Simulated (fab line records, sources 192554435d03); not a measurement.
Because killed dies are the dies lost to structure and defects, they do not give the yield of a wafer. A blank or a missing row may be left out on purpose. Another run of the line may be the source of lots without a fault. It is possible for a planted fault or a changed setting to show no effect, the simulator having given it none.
Commonality check across tools || flow n5-finfet || Sampled: 11 lots, 31 wafers

WHY THIS WAS OPENED
At N5_PMOS_HMC_CHANNEL_EPI_CD_MEAS_09 the reading cd-nm is flagged on 1 of 11 lots. Fault-free wafers read 238.3 nm, with a standard deviation of 1.
Rule: flag the lot when none of its wafers has a number, or when each of its wafers that has one lies beyond 4 standard deviations from that mean. All remaining lots are regarded as sound.

{"lot": "L994", "measured": "day 2 00:02", "on": "cd-sem-02", "cd-nm (nm), wafer by wafer": "239.9 238.6 238.8", "flag": ""}
{"lot": "L995", "measured": "day 2 05:01", "on": "cd-sem-03", "cd-nm (nm), wafer by wafer": "238.8 237.9 238.0", "flag": ""}
{"lot": "L996", "measured": "day 2 11:45", "on": "cd-sem-03", "cd-nm (nm), wafer by wafer": "238.6 239.4 239.6", "flag": ""}
{"lot": "L997", "measured": "day 2 17:16", "on": "cd-sem-01", "cd-nm (nm), wafer by wafer": "237.9 238.5", "flag": ""}
{"lot": "L102", "measured": "day 4 01:38", "on": "cd-sem-01", "cd-nm (nm), wafer by wafer": "239.9 238.0 237.8", "flag": ""}
{"lot": "L103", "measured": "day 4 05:20", "on": "cd-sem-03", "cd-nm (nm), wafer by wafer": "238.6 237.7 237.9", "flag": ""}
{"lot": "L104", "measured": "day 4 11:26", "on": "cd-sem-01", "cd-nm (nm), wafer by wafer": "237.9 237.2 239.3", "flag": ""}
{"lot": "L105", "measured": "day 4 17:02", "on": "cd-sem-03", "cd-nm (nm), wafer by wafer": "239.3 238.6", "flag": ""}
{"lot": "L106", "measured": "day 4 23:13", "on": "cd-sem-03", "cd-nm (nm), wafer by wafer": "237.1 237.8 237.9", "flag": ""}
{"lot": "L107", "measured": "day 5 05:52", "on": "cd-sem-03", "cd-nm (nm), wafer by wafer": "240.1 237.7 238.3", "flag": ""}
{"lot": "L116", "measured": "day 7 11:25", "on": "cd-sem-02", "cd-nm (nm), wafer by wafer": "395.7 273.2 355.3", "flag": "FLAGGED"}
The numbers of the flagged lots are 341.4 nm on average: +103.1 nm against the usual, or +99 or more standard deviations.

TOOL THAT RAN EACH LOT
The record holds 2 process steps before the reading, out of a route of 1938 steps. In each cell: the tool, then ch and the chambers that the sampled wafers went through, then the start.
{"lot": "L994", "flag": "", "N5_PMOS_HMC_CHANNEL_EPI_HM_DEP_34": "pecvd-02 ch 0,1, day 1 23:46", "N5_PMOS_HMC_CHANNEL_EPI_EXPOSE_06": "arfi-scanner-02 ch 0, day 1 23:55"}
{"lot": "L995", "flag": "", "N5_PMOS_HMC_CHANNEL_EPI_HM_DEP_34": "pecvd-01 ch 0,2, day 2 04:37", "N5_PMOS_HMC_CHANNEL_EPI_EXPOSE_06": "arfi-scanner-03 ch 0, day 2 04:53"}
{"lot": "L996", "flag": "", "N5_PMOS_HMC_CHANNEL_EPI_HM_DEP_34": "pecvd-04 ch 0,1,2, day 2 11:21", "N5_PMOS_HMC_CHANNEL_EPI_EXPOSE_06": "arfi-scanner-02 ch 0, day 2 11:38"}
{"lot": "L997", "flag": "", "N5_PMOS_HMC_CHANNEL_EPI_HM_DEP_34": "pecvd-02 ch 1,2, day 2 16:51", "N5_PMOS_HMC_CHANNEL_EPI_EXPOSE_06": "arfi-scanner-03 ch 0, day 2 17:08"}
{"lot": "L102", "flag": "", "N5_PMOS_HMC_CHANNEL_EPI_HM_DEP_34": "pecvd-02 ch 1,2, day 4 01:21", "N5_PMOS_HMC_CHANNEL_EPI_EXPOSE_06": "arfi-scanner-03 ch 0, day 4 01:31"}
{"lot": "L103", "flag": "", "N5_PMOS_HMC_CHANNEL_EPI_HM_DEP_34": "pecvd-02 ch 0,1,2, day 4 05:04", "N5_PMOS_HMC_CHANNEL_EPI_EXPOSE_06": "arfi-scanner-03 ch 0, day 4 05:13"}
{"lot": "L104", "flag": "", "N5_PMOS_HMC_CHANNEL_EPI_HM_DEP_34": "pecvd-04 ch 0,1,2, day 4 11:02", "N5_PMOS_HMC_CHANNEL_EPI_EXPOSE_06": "arfi-scanner-01 ch 0, day 4 11:19"}
{"lot": "L105", "flag": "", "N5_PMOS_HMC_CHANNEL_EPI_HM_DEP_34": "pecvd-02 ch 1, day 4 16:44", "N5_PMOS_HMC_CHANNEL_EPI_EXPOSE_06": "arfi-scanner-01 ch 0, day 4 16:55"}
{"lot": "L106", "flag": "", "N5_PMOS_HMC_CHANNEL_EPI_HM_DEP_34": "pecvd-04 ch 0,2, day 4 22:49", "N5_PMOS_HMC_CHANNEL_EPI_EXPOSE_06": "arfi-scanner-03 ch 0, day 4 23:07"}
{"lot": "L107", "flag": "", "N5_PMOS_HMC_CHANNEL_EPI_HM_DEP_34": "pecvd-01 ch 1,2, day 5 05:28", "N5_PMOS_HMC_CHANNEL_EPI_EXPOSE_06": "arfi-scanner-01 ch 0, day 5 05:44"}
{"lot": "L116", "flag": "FLAGGED", "N5_PMOS_HMC_CHANNEL_EPI_HM_DEP_34": "pecvd-02 ch 0,1, day 7 11:08", "N5_PMOS_HMC_CHANNEL_EPI_EXPOSE_06": "arfi-scanner-01 ch 0, day 7 11:18"}
What the steps here do:
- N5_PMOS_HMC_CHANNEL_EPI_HM_DEP_34: deposits SiO2 from TEOS/O2, target thk 36 nm, time 6.9 s.
- N5_PMOS_HMC_CHANNEL_EPI_EXPOSE_06: exposes mask PMOS HMC BLK, target cd 240 nm.
- N5_PMOS_HMC_CHANNEL_EPI_CD_MEAS_09: target cd 237.4 nm.

FLAGGED AGAINST TOTAL, ONE TOOL AT A TIME (gauges that did the reading follow at the end)
{"step": "N5_PMOS_HMC_CHANNEL_EPI_HM_DEP_34", "tool": "pecvd-01", "lots run": 2, "flagged": 0, "share of the flagged lots": "none", "sound lots run after its first flagged lot": "-"}
{"step": "N5_PMOS_HMC_CHANNEL_EPI_HM_DEP_34", "tool": "pecvd-02", "lots run": 6, "flagged": 1, "share of the flagged lots": "all", "sound lots run after its first flagged lot": 0}
{"step": "N5_PMOS_HMC_CHANNEL_EPI_HM_DEP_34", "tool": "pecvd-04", "lots run": 3, "flagged": 0, "share of the flagged lots": "none", "sound lots run after its first flagged lot": "-"}
{"step": "N5_PMOS_HMC_CHANNEL_EPI_EXPOSE_06", "tool": "arfi-scanner-01", "lots run": 4, "flagged": 1, "share of the flagged lots": "all", "sound lots run after its first flagged lot": 0}
{"step": "N5_PMOS_HMC_CHANNEL_EPI_EXPOSE_06", "tool": "arfi-scanner-02", "lots run": 2, "flagged": 0, "share of the flagged lots": "none", "sound lots run after its first flagged lot": "-"}
{"step": "N5_PMOS_HMC_CHANNEL_EPI_EXPOSE_06", "tool": "arfi-scanner-03", "lots run": 5, "flagged": 0, "share of the flagged lots": "none", "sound lots run after its first flagged lot": "-"}
{"step": "N5_PMOS_HMC_CHANNEL_EPI_CD_MEAS_09", "tool": "cd-sem-01", "lots run": 3, "flagged": 0, "share of the flagged lots": "none", "sound lots run after its first flagged lot": "-"}
{"step": "N5_PMOS_HMC_CHANNEL_EPI_CD_MEAS_09", "tool": "cd-sem-02", "lots run": 2, "flagged": 1, "share of the flagged lots": "all", "sound lots run after its first flagged lot": 0}
{"step": "N5_PMOS_HMC_CHANNEL_EPI_CD_MEAS_09", "tool": "cd-sem-03", "lots run": 6, "flagged": 0, "share of the flagged lots": "none", "sound lots run after its first flagged lot": "-"}

WHAT THE TABLE ALLOWS
All flagged lots were run by 3 table rows, namely pecvd-02 at N5_PMOS_HMC_CHANNEL_EPI_HM_DEP_34, arfi-scanner-01 at N5_PMOS_HMC_CHANNEL_EPI_EXPOSE_06, cd-sem-02 at N5_PMOS_HMC_CHANNEL_EPI_CD_MEAS_09.
- pecvd-02 at N5_PMOS_HMC_CHANNEL_EPI_HM_DEP_34 ran 6 lots, 1 of them flagged. Its last sound lot is L105 (day 4 16:44), its first flagged lot L116 (day 7 11:08): a fault that began between those two fits.
- arfi-scanner-01 at N5_PMOS_HMC_CHANNEL_EPI_EXPOSE_06 ran 4 lots, 1 of them flagged. Its last sound lot is L107 (day 5 05:44), its first flagged lot L116 (day 7 11:18): a fault that began between those two fits. Its own readings lie more than 4 standard deviations out on every wafer of the flagged lots: exposure-dose-mJ-cm2.
- cd-sem-02 at N5_PMOS_HMC_CHANNEL_EPI_CD_MEAS_09 ran 2 lots, 1 of them flagged. Its last sound lot is L994 (day 2 00:02), its first flagged lot L116 (day 7 11:25): a fault that began between those two fits.
A lot count leaves these 3 tools indistinguishable: every one of them fits a fault beginning at some hour. More lots, or a look at what each step does to the wafer, might.

WHAT WAS PUT IN BY THE SIMULATOR
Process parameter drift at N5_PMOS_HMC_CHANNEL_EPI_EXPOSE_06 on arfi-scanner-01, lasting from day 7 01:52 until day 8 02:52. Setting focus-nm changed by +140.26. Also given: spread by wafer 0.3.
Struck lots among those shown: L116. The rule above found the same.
